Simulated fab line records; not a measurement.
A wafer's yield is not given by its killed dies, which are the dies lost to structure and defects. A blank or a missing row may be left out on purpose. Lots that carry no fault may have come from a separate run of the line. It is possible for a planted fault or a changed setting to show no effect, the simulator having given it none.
Check of tool commonality + flow n5-finfet + 10 lots, 30 wafers sampled

== WHY THIS WAS OPENED ==
Flagged at N5_BEOL_M13_INSPECT_55: reading raw-defect-count, on 2 of 10 lots. Wafers without a fault read 77, standard deviation 27.
Rule: a lot gets a flag if all its wafers with a number sit over 4 standard deviations from that mean, or if no wafer of it has a number. The rest of the lots are taken to be sound.

| lot  | measured     | on                | raw-defect-count, wafer by wafer | flag    |
|------|--------------|-------------------|----------------------------------|---------|
| L896 | day 10 13:05 | defect-inspect-01 | 69 55 53                         |         |
| L897 | day 11 06:01 | defect-inspect-02 | 56 52 122                        |         |
| L901 | day 11 13:46 | defect-inspect-01 | 62 52 92                         |         |
| L903 | day 12 07:44 | defect-inspect-01 | 49 58 56                         |         |
| L904 | day 12 21:17 | defect-inspect-02 | 242 117 84                       |         |
| L908 | day 13 18:55 | defect-inspect-01 | 107 86 84                        |         |
| L911 | day 15 03:50 | defect-inspect-02 | 934 892 920                      | FLAGGED |
| L914 | day 15 12:25 | defect-inspect-01 | 887 945 911                      | FLAGGED |
| L917 | day 16 10:30 | defect-inspect-02 | 70 58 60                         |         |
| L919 | day 16 16:26 | defect-inspect-01 | 81 86 72                         |         |
The numbers of the flagged lots are 915 on average: +838 against the usual, or +31 standard deviations.

== EACH LOT AND THE TOOL IT RAN ON ==
Before the reading, the record contains 4 process steps out of a 1938-step route. Each cell gives the tool, then ch followed by the chambers the sampled wafers passed through, then the start.
| lot  | flag    | N5_BEOL_M13_TRENCH_ETCH_34         | N5_BEOL_M13_SPUTTER_45       | N5_BEOL_M13_CMP_49            | N5_BEOL_M13_PRE_CLEAN_52        |
|------|---------|------------------------------------|------------------------------|-------------------------------|---------------------------------|
| L896 |         | rie-diel-04 ch 0,1, day 10 11:05   | pvd-sputter-02, day 10 12:03 | cmp-02 ch 2,3, day 10 12:38   | pecvd-02 ch 1,2, day 10 12:58   |
| L897 |         | rie-diel-04 ch 1,3, day 11 03:20   | pvd-sputter-01, day 11 04:31 | cmp-01 ch 0,2,3, day 11 05:38 | pecvd-02 ch 0,1,2, day 11 05:54 |
| L901 |         | rie-diel-04 ch 0,1,2, day 11 10:34 | pvd-sputter-02, day 11 12:44 | cmp-04 ch 0,2, day 11 13:19   | pecvd-04 ch 0,2, day 11 13:39   |
| L903 |         | rie-diel-05 ch 1,2, day 12 04:49   | pvd-sputter-03, day 12 06:42 | cmp-04 ch 1,2, day 12 07:17   | pecvd-03 ch 1,2, day 12 07:37   |
| L904 |         | rie-diel-02 ch 0,2, day 12 14:52   | pvd-sputter-01, day 12 20:16 | cmp-02 ch 1,3, day 12 20:52   | pecvd-04 ch 0,1, day 12 21:10   |
| L908 |         | rie-diel-02 ch 0,1, day 13 16:26   | pvd-sputter-03, day 13 17:53 | cmp-01 ch 0,2,3, day 13 18:30 | pecvd-02 ch 0,2, day 13 18:47   |
| L911 | FLAGGED | rie-diel-02 ch 0,1,2, day 14 23:11 | pvd-sputter-02, day 15 02:48 | cmp-01 ch 0,1,2, day 15 03:26 | pecvd-02 ch 0,2, day 15 03:43   |
| L914 | FLAGGED | rie-diel-04 ch 0,1, day 15 07:57   | pvd-sputter-01, day 15 11:01 | cmp-02 ch 2,3, day 15 12:00   | pecvd-02 ch 0,1,2, day 15 12:18 |
| L917 |         | rie-diel-04 ch 2,3, day 16 06:16   | pvd-sputter-01, day 16 09:22 | cmp-01 ch 1,3, day 16 10:03   | pecvd-03 ch 0,1, day 16 10:23   |
| L919 |         | rie-diel-02 ch 0,2,3, day 16 12:20 | pvd-sputter-02, day 16 15:25 | cmp-02 ch 1,3, day 16 15:59   | pecvd-04 ch 0,2, day 16 16:19   |
What the steps here do:
- N5_BEOL_M13_TRENCH_ETCH_34: etches SiOC in C4F8/O2/Ar, target depth 413.47 nm, time 162.6 s.
- N5_BEOL_M13_SPUTTER_45: material Cu, target thk 80 nm, time 13.33 s.
- N5_BEOL_M13_CMP_49: polishes, stops on SiOC, t overpolish 17.1 s, target thk 420 nm.
- N5_BEOL_M13_PRE_CLEAN_52: time 15 s.
- N5_BEOL_M13_INSPECT_55: inspects for defects (darkfield).

== FLAGGED AGAINST TOTAL, ONE TOOL AT A TIME (gauges that did the reading follow at the end) ==
| step                       | tool              | lots run | flagged | share of the flagged lots | sound lots run after its first flagged lot |
|----------------------------|-------------------|----------|---------|---------------------------|--------------------------------------------|
| N5_BEOL_M13_TRENCH_ETCH_34 | rie-diel-02       | 4        | 1       | some                      | 1 (L919)                                   |
| N5_BEOL_M13_TRENCH_ETCH_34 | rie-diel-04       | 5        | 1       | some                      | 1 (L917)                                   |
| N5_BEOL_M13_TRENCH_ETCH_34 | rie-diel-05       | 1        | 0       | none                      | -                                          |
| N5_BEOL_M13_SPUTTER_45     | pvd-sputter-01    | 4        | 1       | some                      | 1 (L917)                                   |
| N5_BEOL_M13_SPUTTER_45     | pvd-sputter-02    | 4        | 1       | some                      | 1 (L919)                                   |
| N5_BEOL_M13_SPUTTER_45     | pvd-sputter-03    | 2        | 0       | none                      | -                                          |
| N5_BEOL_M13_CMP_49         | cmp-01            | 4        | 1       | some                      | 1 (L917)                                   |
| N5_BEOL_M13_CMP_49         | cmp-02            | 4        | 1       | some                      | 1 (L919)                                   |
| N5_BEOL_M13_CMP_49         | cmp-04            | 2        | 0       | none                      | -                                          |
| N5_BEOL_M13_PRE_CLEAN_52   | pecvd-02          | 5        | 2       | all                       | 0                                          |
| N5_BEOL_M13_PRE_CLEAN_52   | pecvd-03          | 2        | 0       | none                      | -                                          |
| N5_BEOL_M13_PRE_CLEAN_52   | pecvd-04          | 3        | 0       | none                      | -                                          |
| N5_BEOL_M13_INSPECT_55     | defect-inspect-01 | 6        | 1       | some                      | 1 (L919)                                   |
| N5_BEOL_M13_INSPECT_55     | defect-inspect-02 | 4        | 1       | some                      | 1 (L917)                                   |

== WHAT THE TABLE ALLOWS ==
In the table, 1 row covers all flagged lots: pecvd-02 at N5_BEOL_M13_PRE_CLEAN_52.
- pecvd-02 at N5_BEOL_M13_PRE_CLEAN_52: 2 of its 5 lots flagged. Its last sound lot is L908 (day 13 18:47), its first flagged lot L911 (day 15 03:43): a fault that began between those two fits.
pecvd-02 at N5_BEOL_M13_PRE_CLEAN_52 is the single tool remaining.

== WHAT WAS PUT IN BY THE SIMULATOR ==
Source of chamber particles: pecvd-02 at N5_BEOL_M13_PRE_CLEAN_52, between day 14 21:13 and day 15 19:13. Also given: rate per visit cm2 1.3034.
Lots struck among those shown: L911, L914. The rule given above showed the same thing.
